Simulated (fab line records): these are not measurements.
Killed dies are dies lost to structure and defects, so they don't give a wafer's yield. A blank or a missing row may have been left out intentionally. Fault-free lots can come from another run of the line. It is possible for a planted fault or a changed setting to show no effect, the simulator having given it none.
Chamber matching    flow n5Finfet    4 sister chambers for N5_FIN_CUT_CUT_ETCH_27 on rieDiel-02
The step etches SiO2 in CHF3/O2, target depth 4 nm, overetch 2 nm, time 4.9 s. 16 wafers are shown with their chamber, then 8 later ones without.

== WAFERS, EACH WITH ITS CHAMBER ==
wafer   chamber  showerheadPlenumPTorr (Torr)  drypumpMotorCurrentA (A)  rfVppV (V)
L081.2  1        2.48                          6.3                       523
L081.5  2        2.52                          6.0                       525
L081.6  1        2.48                          6.3                       520
L082.2  2        2.52                          6.0                       527
L082.3  1        2.48                          6.3                       521
L082.5  0        2.38                          5.6                       518
L085.2  2        2.52                          6.0                       525
L085.3  3        2.35                          5.8                       516
L085.4  0        2.38                          5.7                       518
L089.2  3        2.34                          5.8                       518
L089.3  2        2.51                          6.1                       525
L089.5  1        2.47                          6.3                       522
L091.1  1        2.47                          6.3                       521
L091.3  3        2.34                          5.8                       517
L091.6  0        2.38                          5.6                       518
L092.1  0        2.38                          5.6                       519

SIGNATURES, as means of the wafers listed above
reading                chamber 0  chamber 1  chamber 2  chamber 3  scatter within a chamber
showerheadPlenumPTorr  2.3800     2.4760     2.5175     2.3433     0.00467
drypumpMotorCurrentA   5.625      6.300      6.025      5.800      0.0354
rfVppV                 518.25     521.40     525.50     517.00     0.955
Rule: for each reading, subtract the chamber's mean from the wafer's reading, divide by that reading's scatter and square the result; add these up over the readings and take the root, which gives the wafer's distance from the chamber. If the next closest chamber is less than 2 further off than the closest, the wafer can't be placed; otherwise it belongs to the closest. How the scatter is found: for the shown wafers, subtract from each reading the mean of its chamber, square and add these, divide the total by (wafers less chambers), then take the root.

== WAFERS WHOSE CHAMBER IS MISSING ==
wafer   showerheadPlenumPTorr (Torr)  drypumpMotorCurrentA (A)  rfVppV (V)
L092.2  2.34                          5.8                       518
L092.6  2.34                          5.8                       516
L094.1  2.34                          5.8                       517
L094.2  2.51                          6.0                       527
L094.3  2.37                          5.6                       519
L095.4  2.51                          6.0                       525
L095.5  2.37                          5.6                       519
L095.6  2.47                          6.3                       520

== EACH ONE'S CHAMBER ==
wafer   from the rows above  in truth
L092.2  3                    3
L092.6  3                    3
L094.1  3                    3
L094.2  2                    2
L094.3  0                    0
L095.4  2                    2
L095.5  0                    0
L095.6  1                    1
8 of 8 placed correctly. Not placeable from these rows: 0. Number placed wrongly: 0.
